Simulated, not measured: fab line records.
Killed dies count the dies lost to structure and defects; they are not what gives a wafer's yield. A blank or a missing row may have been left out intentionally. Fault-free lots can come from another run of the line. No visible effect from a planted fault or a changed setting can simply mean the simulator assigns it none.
Chamber matching -- flow nand-harc -- rie-diel-11 running NHARC_P_ZERO_WELL_ETCH_65: 4 sister chambers
The step etches the open film in N2/H2, target depth 80 nm, overetch 24 nm, time 87.88 s. 22 wafers are shown with their chamber, then 11 later ones without.

== WAFERS PAIRED WITH THEIR CHAMBERS ==
wafer,chamber,showerhead-plenum-p-Torr (Torr),rf-vpp-V (V),oes-product-au (a.u.)
L074.2,2,1.88,426,0.986
L074.3,0,1.99,428,1.002
L074.6,2,1.88,426,0.997
L075.1,1,1.90,428,1.009
L075.4,2,1.88,426,0.999
L075.6,1,1.90,427,1.008
L076.1,3,2.16,434,1.002
L076.5,1,1.90,427,1.007
L076.6,2,1.88,425,0.992
L078.2,3,2.16,433,1.021
L078.5,3,2.16,433,1.002
L078.6,2,1.88,425,0.999
L079.2,1,1.90,425,1.002
L079.3,3,2.16,433,1.012
L079.6,2,1.88,424,1.002
L081.1,1,1.90,427,0.994
L081.3,0,1.98,430,1.014
L081.5,0,1.98,430,1.002
L084.1,2,2.21,435,0.986
L084.2,0,1.97,430,1.003
L084.6,1,1.89,428,0.977
L086.1,1,1.89,428,0.987

SIGNATURES (averages over the wafers above)
reading,chamber 0,chamber 1,chamber 2,chamber 3,scatter within a chamber
showerhead-plenum-p-Torr,1.9800,1.8971,1.9271,2.1600,0.0721
rf-vpp-V,429.50,427.14,426.71,433.25,2.29
oes-product-au,1.00525,0.99771,0.99443,1.00925,0.00914
Rule: for each reading, subtract the chamber's mean from the wafer's reading, divide by that reading's scatter and square the result; add these up over the readings and take the root, which gives the wafer's distance from the chamber. If the next closest chamber is less than 2 further off than the closest, the wafer can't be placed; otherwise it belongs to the closest. The scatter is the square root of a quotient: the sum, over the shown wafers, of each reading's squared deviation from its chamber's mean, divided by wafers minus chambers.

== WAFERS MISSING THEIR CHAMBER ==
wafer,showerhead-plenum-p-Torr (Torr),rf-vpp-V (V),oes-product-au (a.u.)
L086.2,2.16,433,0.998
L086.5,2.21,437,0.995
L087.3,2.15,433,1.009
L087.5,1.89,427,0.996
L087.6,2.21,434,0.997
L093.1,2.14,434,0.997
L093.3,1.88,426,0.990
L093.4,1.96,428,1.013
L096.2,1.96,429,1.009
L096.3,2.20,434,0.993
L096.6,1.96,429,1.003

== THE CHAMBER EACH PASSED THROUGH ==
wafer,from the rows above,in truth
L086.2,can't be placed: 3 or 0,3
L086.5,3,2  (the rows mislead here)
L087.3,3,3
L087.5,can't be placed: 1 or 2 or 0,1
L087.6,3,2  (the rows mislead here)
L093.1,can't be placed: 3 or 0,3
L093.3,can't be placed: 2 or 1 or 0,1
L093.4,can't be placed: 0 or 1 or 2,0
L096.2,can't be placed: 0 or 1 or 2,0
L096.3,can't be placed: 3 or 0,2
L096.6,can't be placed: 0 or 1 or 2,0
Placed correctly: 1 of 11. Cannot be placed on the basis of these rows: 8; the candidates contain the true chamber in 7. Wrongly placed: 2.
